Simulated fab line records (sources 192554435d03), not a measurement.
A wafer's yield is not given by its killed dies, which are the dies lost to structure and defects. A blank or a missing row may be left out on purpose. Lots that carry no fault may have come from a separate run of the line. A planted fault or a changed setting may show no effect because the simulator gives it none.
Chamber matching -- flow n5-finfet -- N5_BEOL_M8_STRIP_36 on rie-diel-05: 4 sister chambers
The step strips in N2/H2. 8 wafers are shown with their chamber, then 7 later ones without.

WAFERS, EACH WITH ITS CHAMBER
wafer,chamber,showerhead-plenum-p-Torr (Torr),oes-product-au (a.u.)
L074.6,1,2.56,0.83
L078.1,2,2.63,0.73
L078.3,1,2.55,0.81
L080.1,0,2.53,0.78
L080.2,3,2.65,0.80
L080.4,2,2.63,0.72
L079.1,3,2.65,0.79
L079.3,0,2.53,0.78

WAFERS MISSING THEIR CHAMBER
wafer,showerhead-plenum-p-Torr (Torr),oes-product-au (a.u.)
L079.5,2.63,0.72
L086.2,2.62,0.70
L086.3,2.55,0.81
L086.5,2.55,0.80
L089.1,2.52,0.76
L089.5,2.52,0.74
L089.6,2.64,0.77

CHAMBER TAKEN BY EACH
wafer,from the rows above,in truth
L079.5,2,2
L086.2,2,2
L086.3,1,1
L086.5,1,1
L089.1,0,0
L089.5,0,0
L089.6,can't be placed: 3 or 2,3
Correct placement for 6 of the 7. Cannot be placed on the basis of these rows: 1; the candidates contain the true chamber in 1. Wrongly placed: 0.
How it was worked out, from the rows above alone: a wafer's distance from a chamber is the root of the sum, over the readings, of the square of ((its reading less the chamber's mean) divided by the reading's scatter). If the next closest chamber is less than 2 further off than the closest, the wafer can't be placed; otherwise it belongs to the closest. For every chamber, the mean is computed from those of its wafers that are shown. The scatter: the root of (the sum of the squares of (reading less its chamber's mean) over the shown wafers, divided by (wafers less chambers)).
